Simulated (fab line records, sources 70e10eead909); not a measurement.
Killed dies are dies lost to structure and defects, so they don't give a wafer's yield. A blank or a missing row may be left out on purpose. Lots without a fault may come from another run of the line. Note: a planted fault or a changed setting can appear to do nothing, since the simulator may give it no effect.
Commonality check across tools -- flow nandHarc -- Sample size 8 lots and 24 wafers

REASON FOR OPENING
On 3 of the 8 lots, a flag is raised at NHARC_END_SORT_01 on the reading killedAtPeriphery. Wafers without a fault read 3.8, standard deviation 2.2.
Rule: a lot is flagged in two cases, either no wafer of it has a number, or all its wafers with numbers fall more than 4 standard deviations from that mean. The rest of the lots are taken to be sound.

lot,measured,on,"killedAtPeriphery, wafer by wafer",flag
L174,day 26 00:35,prober-01,4 5 3,
L176,day 27 10:25,prober-02,5 6 7,
L178,day 28 00:18,prober-02,3 6 3,
L179,day 28 01:10,prober-01,5 6 3,
L183,day 30 09:55,prober-01,3 1 6,
L186,day 31 20:24,prober-01,90 87 96,FLAGGED
L187,day 32 00:27,prober-02,88 83 93,FLAGGED
L188,day 32 05:02,prober-01,68 91 87,FLAGGED
Average over the flagged lots: 87.0; offset from the usual +83.2, equal to +38 standard deviations.

WHICH TOOL RAN EACH LOT
Before the reading, the record contains 4 process steps out of a 1302-step route. In each cell: the tool, then ch and the chambers that the sampled wafers went through, then the start.
lot,flag,NHARC_P_M1_ETCH_35,NHARC_A_M1_PVD_21,NHARC_A_BONDPAD_PVD_17,NHARC_THIN_TSV_PVD_19
L174,,"rieDiel-09 ch 0,1, day 8 02:25","pvdSputter-03, day 26 00:35 or earlier","pvdSputter-03, day 26 00:35 or earlier","pvdSputter-02, day 26 00:35 or earlier"
L176,,"rieDiel-12 ch 1,2,3, day 9 05:03","pvdSputter-02, day 27 10:25 or earlier","pvdSputter-01, day 27 10:25 or earlier","pvdSputter-03, day 27 10:25 or earlier"
L178,,"rieDiel-10 ch 1,2,3, day 9 23:15","pvdSputter-02, day 28 00:18 or earlier","pvdSputter-01, day 28 00:18 or earlier","pvdSputter-01, day 28 00:18 or earlier"
L179,,"rieDiel-09 ch 1,2,3, day 10 11:59","pvdSputter-03, day 28 01:10 or earlier","pvdSputter-02, day 28 01:10 or earlier","pvdSputter-01, day 28 01:10 or earlier"
L183,,"rieDiel-09 ch 1,2,3, day 12 08:10","pvdSputter-03, day 30 09:55 or earlier","pvdSputter-03, day 30 09:55 or earlier","pvdSputter-03, day 30 09:55 or earlier"
L186,FLAGGED,"rieDiel-09 ch 1,2,3, day 13 07:02","pvdSputter-03, day 31 20:24 or earlier","pvdSputter-02, day 31 20:24 or earlier","pvdSputter-03, day 31 20:24 or earlier"
L187,FLAGGED,"rieDiel-09 ch 1,2,3, day 13 15:49","pvdSputter-02, day 32 00:27 or earlier","pvdSputter-01, day 32 00:27 or earlier","pvdSputter-03, day 32 00:27 or earlier"
L188,FLAGGED,"rieDiel-09 ch 0,2,3, day 14 05:14","pvdSputter-02, day 32 05:02 or earlier","pvdSputter-01, day 32 05:02 or earlier","pvdSputter-03, day 32 05:02 or earlier"
What is done by these steps:
- NHARC_P_M1_ETCH_35: etches the open film in N2/H2, target depth 40 nm, overetch 12 nm, time 43.94 s.
- NHARC_A_M1_PVD_21: deposits Cu, target thk 30 nm, time 20.49 s.
- NHARC_A_BONDPAD_PVD_17: deposits TaN, target thk 5 nm, time 8.06 s.
- NHARC_THIN_TSV_PVD_19: deposits TaN, target thk 20 nm.
- NHARC_END_SORT_01

FLAGGED AGAINST TOTAL, ONE TOOL AT A TIME (gauges that did the reading follow at the end)
step,tool,lots run,flagged,share of the flagged lots,sound lots run after its first flagged lot
NHARC_P_M1_ETCH_35,rieDiel-09,6,3,all,0
NHARC_P_M1_ETCH_35,rieDiel-10,1,0,none,-
NHARC_P_M1_ETCH_35,rieDiel-12,1,0,none,-
NHARC_A_M1_PVD_21,pvdSputter-02,4,2,some,0
NHARC_A_M1_PVD_21,pvdSputter-03,4,1,some,0
NHARC_A_BONDPAD_PVD_17,pvdSputter-01,4,2,some,0
NHARC_A_BONDPAD_PVD_17,pvdSputter-02,2,1,some,0
NHARC_A_BONDPAD_PVD_17,pvdSputter-03,2,0,none,-
NHARC_THIN_TSV_PVD_19,pvdSputter-01,2,0,none,-
NHARC_THIN_TSV_PVD_19,pvdSputter-02,1,0,none,-
NHARC_THIN_TSV_PVD_19,pvdSputter-03,5,3,all,0
NHARC_END_SORT_01,prober-01,5,2,some,0
NHARC_END_SORT_01,prober-02,3,1,some,0
NHARC_A_M1_PVD_21: start missing for some lots; hours and lot order therefore follow NHARC_END_SORT_01. NHARC_A_BONDPAD_PVD_17: start missing for some lots; hours and lot order therefore follow NHARC_END_SORT_01. NHARC_THIN_TSV_PVD_19: start missing for some lots; hours and lot order therefore follow NHARC_END_SORT_01.

WHAT THE TABLE ALLOWS
rieDiel-09 at NHARC_P_M1_ETCH_35 and pvdSputter-03 at NHARC_THIN_TSV_PVD_19 are the 2 rows of the table that ran each flagged lot.
- rieDiel-09 at NHARC_P_M1_ETCH_35: 3 of its 6 lots flagged. A fault beginning between L183 (day 12 08:10), its last sound lot, and L186 (day 13 07:02), its first flagged one, fits the data.
- pvdSputter-03 at NHARC_THIN_TSV_PVD_19: 3 of its 5 lots flagged. A fault beginning between L183 (day 30 09:55), its last sound lot, and L186 (day 31 20:24), its first flagged one, fits the data.
A lot count leaves these 2 tools indistinguishable: every one of them fits a fault beginning at some hour. More lots, or a look at what each step does to the wafer, might.

WHAT WAS PUT IN BY THE SIMULATOR
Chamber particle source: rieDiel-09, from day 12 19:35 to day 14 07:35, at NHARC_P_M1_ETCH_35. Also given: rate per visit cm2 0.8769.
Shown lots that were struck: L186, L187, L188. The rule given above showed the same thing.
